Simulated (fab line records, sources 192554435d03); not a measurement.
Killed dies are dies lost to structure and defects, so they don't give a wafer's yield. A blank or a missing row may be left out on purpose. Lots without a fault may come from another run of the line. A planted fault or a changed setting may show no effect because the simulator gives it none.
Chamber matching | flow n5_finfet | N5_BEOL_M13_DESCUM_15 on rie_diel-04: 4 sister chambers
The step chemistry O2, time 7.9 s. 22 wafers are shown with their chamber, then 11 later ones without.

WAFERS WITH THEIR CHAMBER
wafer  | chamber | drypump_motor_current_A (A) | showerhead_plenum_p_Torr (Torr) | throttle_valve_pct (%)
L074.3 | 2       | 6.2                         | 2.19                            | 20.55
L074.5 | 2       | 6.2                         | 2.19                            | 20.56
L074.6 | 3       | 6.2                         | 2.03                            | 20.87
L079.2 | 3       | 6.2                         | 2.02                            | 20.88
L079.3 | 2       | 6.2                         | 2.19                            | 20.57
L079.4 | 1       | 5.2                         | 2.04                            | 20.15
L080.2 | 0       | 4.8                         | 2.22                            | 20.31
L080.5 | 0       | 4.8                         | 2.22                            | 20.30
L080.6 | 1       | 5.2                         | 2.04                            | 20.15
L081.1 | 1       | 5.2                         | 2.04                            | 20.18
L081.4 | 0       | 4.8                         | 2.22                            | 20.32
L081.5 | 0       | 4.8                         | 2.22                            | 20.32
L084.2 | 3       | 6.2                         | 2.02                            | 20.89
L084.3 | 1       | 5.1                         | 2.04                            | 20.18
L084.5 | 1       | 5.2                         | 2.04                            | 20.17
L085.2 | 0       | 4.8                         | 2.22                            | 20.33
L085.3 | 3       | 6.2                         | 2.02                            | 20.92
L085.4 | 2       | 6.2                         | 2.18                            | 20.58
L086.1 | 2       | 6.2                         | 2.18                            | 20.60
L086.5 | 0       | 4.8                         | 2.22                            | 20.33
L086.6 | 3       | 6.2                         | 2.02                            | 20.91
L092.1 | 0       | 4.8                         | 2.22                            | 20.35

SIGNATURES (means of the wafers above)
reading                  | chamber 0 | chamber 1 | chamber 2 | chamber 3 | scatter within a chamber
drypump_motor_current_A  | 4.800     | 5.180     | 6.200     | 6.200     | 0.0211
showerhead_plenum_p_Torr | 2.2200    | 2.0400    | 2.1860    | 2.0220    | 0.00333
throttle_valve_pct       | 20.3229   | 20.1660   | 20.5720   | 20.8940   | 0.0177
Rule: a wafer's distance from a chamber is the root of the sum, over the readings, of the square of ((its reading less the chamber's mean) divided by the reading's scatter). The wafer belongs to the nearest chamber; if the next one is less than 2 further off, it can't be placed. The scatter: the root of (the sum of the squares of (reading less its chamber's mean) over the shown wafers, divided by (wafers less chambers)).

WAFERS WITHOUT THEIR CHAMBER
wafer  | drypump_motor_current_A (A) | showerhead_plenum_p_Torr (Torr) | throttle_valve_pct (%)
L092.4 | 6.1                         | 2.18                            | 20.59
L092.6 | 5.2                         | 2.03                            | 20.17
L090.1 | 6.2                         | 2.18                            | 20.61
L090.3 | 4.8                         | 2.22                            | 20.34
L090.4 | 5.2                         | 2.03                            | 20.19
L095.3 | 6.2                         | 2.01                            | 20.93
L095.5 | 6.2                         | 2.01                            | 20.91
L095.6 | 4.8                         | 2.21                            | 20.36
L096.1 | 6.2                         | 2.18                            | 20.62
L096.2 | 5.2                         | 2.03                            | 20.22
L096.4 | 4.8                         | 2.21                            | 20.36

WHICH CHAMBER EACH WENT THROUGH
wafer  | from the rows above | in truth
L092.4 | 2                   | 2
L092.6 | 1                   | 1
L090.1 | 2                   | 2
L090.3 | 0                   | 0
L090.4 | 1                   | 1
L095.3 | 3                   | 3
L095.5 | 3                   | 3
L095.6 | 0                   | 0
L096.1 | 2                   | 2
L096.2 | 1                   | 1
L096.4 | 0                   | 0
Placed correctly: 11 of 11. Can't be placed from these rows: 0. Placed wrongly: 0.
